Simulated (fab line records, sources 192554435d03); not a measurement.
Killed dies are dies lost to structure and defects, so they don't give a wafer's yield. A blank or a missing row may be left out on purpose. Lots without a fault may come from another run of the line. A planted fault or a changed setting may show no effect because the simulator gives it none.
Chamber matching | flow n5_finfet | N5_BEOL_M5_ALD_86 on ald_metal-02: 4 sister chambers
The step deposits TaN, pulse time 2 s, purge time 3 s, co reactant purge time 2 s. 4 wafers are shown with their chamber, then 11 later ones without.

WAFERS WITH THEIR CHAMBER
wafer  | chamber | heater_power_w (W)
L083.2 | 1       | 422
L084.5 | 0       | 412
L086.6 | 2       | 386
L091.2 | 3       | 442

WAFERS WITHOUT THEIR CHAMBER
wafer  | heater_power_w (W)
L091.3 | 388
L091.5 | 434
L094.2 | 442
L094.3 | 410
L094.4 | 419
L097.2 | 421
L097.3 | 448
L097.5 | 407
L095.1 | 404
L095.3 | 388
L095.5 | 426

WHICH CHAMBER EACH WENT THROUGH
wafer  | from the rows above     | in truth
L091.3 | 2                       | 2
L091.5 | can't be placed: 3 or 1 | 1
L094.2 | 3                       | 3
L094.3 | 0                       | 0
L094.4 | can't be placed: 1 or 0 | 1
L097.2 | can't be placed: 1 or 0 | 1
L097.3 | 3                       | 3
L097.5 | 0                       | 0
L095.1 | 0                       | 0
L095.3 | 2                       | 2
L095.5 | 1                       | 1
Placed correctly: 8 of 11. Can't be placed from these rows: 3 (the true chamber is among the candidates in 3). Placed wrongly: 0.
How it was worked out, from the rows above alone: a wafer's distance from a chamber is the root of the sum, over the readings, of the square of ((its reading less the chamber's mean) divided by the reading's scatter). The wafer belongs to the nearest chamber; if the next one is less than 2 further off, it can't be placed. A chamber's mean is the mean of its shown wafers. The scatter: with one shown wafer a chamber, the root of the mean of the squares of how far each hidden wafer lies from its nearest shown one.
